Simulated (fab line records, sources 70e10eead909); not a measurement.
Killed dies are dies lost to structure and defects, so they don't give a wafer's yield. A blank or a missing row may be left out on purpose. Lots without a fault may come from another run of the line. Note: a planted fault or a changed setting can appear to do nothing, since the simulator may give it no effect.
Chamber matching :: flow nand_harc :: NHARC_A_STAIRCASE_ETCH_444 on rie_diel-02: 4 sister chambers
The step etches the open film in C4F8/O2, target depth 10200 nm, time 3400 s. 14 wafers are shown with their chamber, then 7 later ones without.

## EACH WAFER AND ITS CHAMBER
wafer: L077.1
chamber: 2
rf_vpp_V (V): 804
oes_product_au (a.u.): 0.925

wafer: L077.5
chamber: 1
rf_vpp_V (V): 798
oes_product_au (a.u.): 0.936

wafer: L077.6
chamber: 2
rf_vpp_V (V): 803
oes_product_au (a.u.): 0.929

wafer: L083.1
chamber: 1
rf_vpp_V (V): 816
oes_product_au (a.u.): 0.978

wafer: L083.4
chamber: 3
rf_vpp_V (V): 814
oes_product_au (a.u.): 0.973

wafer: L083.6
chamber: 1
rf_vpp_V (V): 815
oes_product_au (a.u.): 0.989

wafer: L085.1
chamber: 0
rf_vpp_V (V): 804
oes_product_au (a.u.): 0.924

wafer: L085.2
chamber: 3
rf_vpp_V (V): 816
oes_product_au (a.u.): 0.926

wafer: L085.4
chamber: 2
rf_vpp_V (V): 803
oes_product_au (a.u.): 0.932

wafer: L087.1
chamber: 3
rf_vpp_V (V): 816
oes_product_au (a.u.): 0.922

wafer: L087.2
chamber: 1
rf_vpp_V (V): 816
oes_product_au (a.u.): 0.923

wafer: L087.4
chamber: 2
rf_vpp_V (V): 804
oes_product_au (a.u.): 0.930

wafer: L089.1
chamber: 3
rf_vpp_V (V): 814
oes_product_au (a.u.): 0.925

wafer: L089.2
chamber: 0
rf_vpp_V (V): 802
oes_product_au (a.u.): 0.933

SIGNATURES, as means of the wafers listed above
reading: rf_vpp_V
chamber 0: 803.00
chamber 1: 811.25
chamber 2: 803.50
chamber 3: 815.00
scatter within a chamber: 4.92

reading: oes_product_au
chamber 0: 0.92850
chamber 1: 0.95650
chamber 2: 0.92900
chamber 3: 0.93650
scatter within a chamber: 0.0222
Rule: for each reading, subtract the chamber's mean from the wafer's reading, divide by that reading's scatter and square the result; add these up over the readings and take the root, which gives the wafer's distance from the chamber. If the next closest chamber is less than 2 further off than the closest, the wafer can't be placed; otherwise it belongs to the closest. The scatter: the root of (the sum of the squares of (reading less its chamber's mean) over the shown wafers, divided by (wafers less chambers)).

## WAFERS WITH NO CHAMBER GIVEN
wafer: L089.5
rf_vpp_V (V): 815
oes_product_au (a.u.): 0.925

wafer: L095.3
rf_vpp_V (V): 802
oes_product_au (a.u.): 0.928

wafer: L095.5
rf_vpp_V (V): 814
oes_product_au (a.u.): 0.926

wafer: L095.6
rf_vpp_V (V): 804
oes_product_au (a.u.): 0.921

wafer: L097.1
rf_vpp_V (V): 816
oes_product_au (a.u.): 0.942

wafer: L097.2
rf_vpp_V (V): 815
oes_product_au (a.u.): 0.913

wafer: L097.4
rf_vpp_V (V): 805
oes_product_au (a.u.): 0.939

## WHICH CHAMBER EACH ONE RAN IN
wafer: L089.5
from the rows above: can't be placed: 3 or 1 or 2 or 0
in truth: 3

wafer: L095.3
from the rows above: can't be placed: 0 or 2
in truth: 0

wafer: L095.5
from the rows above: can't be placed: 3 or 1 or 2 or 0
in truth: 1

wafer: L095.6
from the rows above: can't be placed: 2 or 0 or 1 or 3
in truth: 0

wafer: L097.1
from the rows above: can't be placed: 3 or 1
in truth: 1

wafer: L097.2
from the rows above: can't be placed: 3 or 1 or 2 or 0
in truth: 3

wafer: L097.4
from the rows above: can't be placed: 2 or 0 or 1 or 3
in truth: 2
Placed correctly: 0 of 7. Unplaceable from these rows: 7, with the true chamber sitting among the candidates in 7. Wrongly placed: 0.
